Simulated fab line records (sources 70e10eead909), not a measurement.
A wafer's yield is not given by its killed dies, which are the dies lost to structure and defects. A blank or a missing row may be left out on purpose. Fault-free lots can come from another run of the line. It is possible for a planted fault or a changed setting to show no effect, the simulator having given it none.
The same fault as seen by 3 desks ; flow nand-harc ; each desk holds nothing but its own numbers, with what lay behind them at the end

== THE TOOL OWNER'S DESK: cmp-02 ==
The tool's own readings at NHARC_P_M1_CMP_23 (polishes, t overpolish 20 s, target thk 157.82 nm): means of the sampled wafers that have a number, for each lot that ran on this tool. The brackets show how far a lot's mean lies from the usual mean; more than 4 standard deviations puts the lot out of limits, marked OUT.
Columns: A = motor-current-A at NHARC_P_M1_CMP_23, usual 12.1 A; B = time-to-endpoint-s at NHARC_P_M1_CMP_23, usual 29.2 s
lot;first seen here;A;B
L737;day 6 13:43;11.6;31.3
L739;day 6 21:22;12.2;29.1
L752;day 10 05:20;13.2;28.7
Finding of this desk: none of the 3 lots has anything out of limits.

== AT THE METROLOGY DESK ==
Means of the sampled wafers that have a number, per lot and without regard to the tool the lot ran on: this is what the gauges read. The brackets show how far a lot's mean lies from the usual mean; more than 4 standard deviations puts the lot out of limits, marked OUT.
Columns: A = cd-nm at NHARC_P_M1_CD_MEAS_09, usual 130.0 nm
lot;first seen here;A
L736;day 5 18:58;130.0
L737;day 6 11:26;130.0
L738;day 6 14:24;129.8
L739;day 6 19:01;130.3
L742;day 6 21:36;129.8
L740;day 7 02:17;129.8
L752;day 10 03:02;130.0
L757;day 11 02:54;130.4
L755;day 11 09:14;130.4
L758;day 11 10:10;129.6
L759;day 11 19:23;129.7
Finding of this desk: none of the 11 lots has anything out of limits.

== THE DEFECT DESK ==
Counts from the inspections along the route, per lot, as means over the sampled wafers that have a number. The brackets show how far a lot's mean lies from the usual mean; more than 4 standard deviations puts the lot out of limits, marked OUT.
Columns: A = raw-defect-count at NHARC_P_M1_INSPECT_27, usual 327; B = raw-defect-count at NHARC_P_M2_INSPECT_11, usual 4.4
lot;first seen here;A;B
L736;day 5 21:44;403;3.0
L737;day 6 14:12;315;3.7
L738;day 6 17:39;345;6.3
L739;day 6 21:49;435;5.7
L742;day 7 00:35;252;3.0
L740;day 7 05:04;355;5.0
L752;day 10 05:47;599;393.3 (+99 or more) OUT
L757;day 11 05:40;444;4.7
L755;day 11 12:04;358;1.7
L758;day 11 12:56;327;4.0
L759;day 11 22:11;274;4.3
This desk's verdict: out of limits on L752, starting with L752 at day 10 07:34 (raw-defect-count at NHARC_P_M2_INSPECT_11). In limits: L736, L737, L738, L739, L742, L740, L757, L755, L758, L759.

== PUT TOGETHER ==
The defect desk could have raised an alarm at day 10 07:34, on L752.
The desk of the tool owner found nothing out of limits.
The metrology desk saw nothing out of limits.
The tool owner's desk has L752 on record, within its limits.
The metrology desk has L752 on record, within its limits.
NHARC_P_M1_CMP_23 was run on cmp-02 by each of the lots named.

== WHAT WAS PUT IN BY THE SIMULATOR ==
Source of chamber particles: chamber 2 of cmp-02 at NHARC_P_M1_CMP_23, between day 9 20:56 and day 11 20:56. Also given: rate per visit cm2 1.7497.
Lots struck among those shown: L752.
Hours from the fault's start to each desk's first reading out of limits: the defect desk, 11.
